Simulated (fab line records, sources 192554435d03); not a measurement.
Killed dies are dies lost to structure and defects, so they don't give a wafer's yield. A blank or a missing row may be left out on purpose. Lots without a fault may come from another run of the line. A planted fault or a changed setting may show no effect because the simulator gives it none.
Chamber matching | flow n5_finfet | N5_BEOL_M8_ETCH_61 on rie_diel-05: 4 sister chambers
The step etches SiARC in CF4, target depth 45.5 nm, time 75.8 s. 22 wafers are shown with their chamber, then 11 later ones without.

WAFERS WITH THEIR CHAMBER
wafer  | chamber | drypump_motor_current_A (A) | throttle_valve_pct (%) | showerhead_plenum_p_Torr (Torr)
L074.2 | 1       | 5.80                        | 15.12                  | 2.18
L074.3 | 3       | 5.88                        | 15.48                  | 2.12
L074.6 | 3       | 5.89                        | 15.48                  | 2.12
L079.2 | 3       | 5.88                        | 15.49                  | 2.12
L079.4 | 1       | 5.82                        | 15.14                  | 2.18
L079.6 | 3       | 5.88                        | 15.50                  | 2.12
L081.2 | 2       | 6.15                        | 15.73                  | 2.14
L081.3 | 1       | 5.80                        | 15.15                  | 2.18
L081.5 | 0       | 5.54                        | 15.38                  | 2.14
L084.1 | 2       | 6.14                        | 15.75                  | 2.14
L084.4 | 3       | 5.88                        | 15.50                  | 2.12
L084.6 | 2       | 6.15                        | 15.75                  | 2.14
L087.1 | 1       | 5.78                        | 15.20                  | 2.17
L087.2 | 0       | 5.60                        | 15.42                  | 2.13
L087.6 | 1       | 5.80                        | 15.20                  | 2.17
L091.3 | 2       | 6.12                        | 15.78                  | 2.13
L091.4 | 0       | 5.56                        | 15.40                  | 2.13
L091.6 | 1       | 5.79                        | 15.21                  | 2.17
L089.2 | 0       | 5.58                        | 15.41                  | 2.13
L089.4 | 2       | 6.14                        | 15.81                  | 2.13
L089.5 | 0       | 5.57                        | 15.42                  | 2.13
L092.4 | 1       | 5.79                        | 15.23                  | 2.17

SIGNATURES (means of the wafers above)
reading                  | chamber 0 | chamber 1 | chamber 2 | chamber 3 | scatter within a chamber
drypump_motor_current_A  | 5.5700    | 5.7971    | 6.1400    | 5.8820    | 0.0142
throttle_valve_pct       | 15.4060   | 15.1786   | 15.7640   | 15.4900   | 0.0296
showerhead_plenum_p_Torr | 2.1320    | 2.1743    | 2.1360    | 2.1200    | 0.00454
Rule: a wafer's distance from a chamber is the root of the sum, over the readings, of the square of ((its reading less the chamber's mean) divided by the reading's scatter). The wafer belongs to the nearest chamber; if the next one is less than 2 further off, it can't be placed. The scatter: the root of (the sum of the squares of (reading less its chamber's mean) over the shown wafers, divided by (wafers less chambers)).

WAFERS WITHOUT THEIR CHAMBER
wafer  | drypump_motor_current_A (A) | throttle_valve_pct (%) | showerhead_plenum_p_Torr (Torr)
L092.5 | 5.80                        | 15.23                  | 2.17
L092.6 | 5.59                        | 15.44                  | 2.13
L090.2 | 5.56                        | 15.42                  | 2.13
L090.3 | 5.82                        | 15.23                  | 2.17
L090.4 | 5.86                        | 15.56                  | 2.11
L094.1 | 5.59                        | 15.45                  | 2.13
L094.2 | 5.92                        | 15.59                  | 2.11
L094.3 | 6.13                        | 15.83                  | 2.13
L096.3 | 5.58                        | 15.45                  | 2.13
L096.5 | 5.80                        | 15.24                  | 2.16
L096.6 | 5.59                        | 15.45                  | 2.13

WHICH CHAMBER EACH WENT THROUGH
wafer  | from the rows above | in truth
L092.5 | 1                   | 1
L092.6 | 0                   | 0
L090.2 | 0                   | 0
L090.3 | 1                   | 1
L090.4 | 3                   | 3
L094.1 | 0                   | 0
L094.2 | 3                   | 3
L094.3 | 2                   | 2
L096.3 | 0                   | 0
L096.5 | 1                   | 1
L096.6 | 0                   | 0
Placed correctly: 11 of 11. Can't be placed from these rows: 0. Placed wrongly: 0.
